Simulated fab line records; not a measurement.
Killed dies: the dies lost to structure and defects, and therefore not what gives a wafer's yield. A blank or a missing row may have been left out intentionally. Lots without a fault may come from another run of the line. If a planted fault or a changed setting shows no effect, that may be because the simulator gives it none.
8D (eight disciplines) problem report, filled in by code :: flow nandHarc :: the parts of the form that need people (team, actions taken, sign-off) are left out

1. WHAT IS WRONG
NHARC_END_SORT_01, killedDies: mean 137 over 1 wafer from 1 lot; wafers with no fault: 32, standard deviation 12. Measured from the usual mean, that is +8.8 standard deviations.
First observed at day 23 09:53: wafer L519.3, on prober-02. The record holds 3 wafers of 1 lot with a number at this step. Rule for "out", or "out of limits": more than 4 standard deviations from the usual mean. All remaining wafers that have a number are taken as sound.

2. WHAT IT IS, WHAT IT ISN'T
question: which readings at this step
is: killedDies, killedAtArray
is not: killedAtPeriphery, killedOpen, killedShort

question: which lots
is: L519
is not: -

question: which wafers of those lots
is: L519.3
is not: L519.1, L519.5

question: read on which gauges
is: prober-02
is not: -

question: when
is: from day 23 09:53
is not: up to then (1 sound wafer); but 1 sound wafer of L519 came after

3. WHAT RULES OUT EACH SUSPECT
Counting: any tool at a process step up to the reading remains a suspect provided it ran every lot that is out. Sound lots after the first of them don't rule it out here, since some wafers of a struck lot are sound.
- the gauge at NHARC_END_SORT_01: kept. All the wafers that are out were read on prober-02, and no step on other tools shows them out.
- rieDiel-12 at NHARC_A_SGD_CUT_ETCH_15 (etches the open film in CH3F/O2, target depth 75 nm, time 64.3 s): kept. It ran the lot that is out, L519 (day 17 18:46).
- pvdSputter-02 at NHARC_A_M1_PVD_21 (deposits Cu, target thk 30 nm, time 20.49 s): kept. It ran the lot that is out, L519 (day 23 05:17). With no start given for some of its lots, NHARC_A_M1_PVD_21 uses the hours and lot order of NHARC_END_WLT_00.
- At NHARC_A_SGD_CUT_ETCH_15, inside rieDiel-12: chamber 3 took the wafers that are out, while their sound lot-mates went through chambers 1, 2.
Still standing after the count: rieDiel-12 at NHARC_A_SGD_CUT_ETCH_15, pvdSputter-02 at NHARC_A_M1_PVD_21, prober-02 at NHARC_END_SORT_01.

4. THE CAUSE (what the simulator had put in)
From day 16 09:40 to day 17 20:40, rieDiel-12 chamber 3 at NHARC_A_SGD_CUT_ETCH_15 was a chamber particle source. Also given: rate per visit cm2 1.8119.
Of the 3 suspects that counting leaves, this tool is one.

5. THE EFFECT CHAIN, in route order
Each row: a reading whose mean over the struck wafers that have a number lies more than 3 standard deviations from the usual. Readings are gone through only where the record gives a usual standard deviation; hours: the median, over the lots, of the time from a lot's start at the first step in this table giving one to that lot's start at this step; sigmas: the change measured in usual standard deviations.
hours: 0
step: NHARC_END_SORT_01
reading: killedAtArray
usual: 28
on struck wafers: 127
change: +99
sigmas: +8.2

hours: 0
step: NHARC_END_SORT_01
reading: killedDies
usual: 32
on struck wafers: 137
change: +105
sigmas: +8.8

6. HOW IT WOULD HAVE BEEN CAUGHT EARLIER
168 hours passed between the start of the fault at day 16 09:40 and the first reading out of limits at a measuring or inspecting step in this record, taken at day 23 09:53.
Of the tool readings at NHARC_A_SGD_CUT_ETCH_15 for which the record gives a usual standard deviation, none was out on any struck wafer, so an alarm limit of 4 standard deviations on them would not have fired.
Lots out: 1; all had begun NHARC_A_SGD_CUT_ETCH_15 on rieDiel-12 by day 23 09:53. Holding the tool at that point would not have protected any of them.
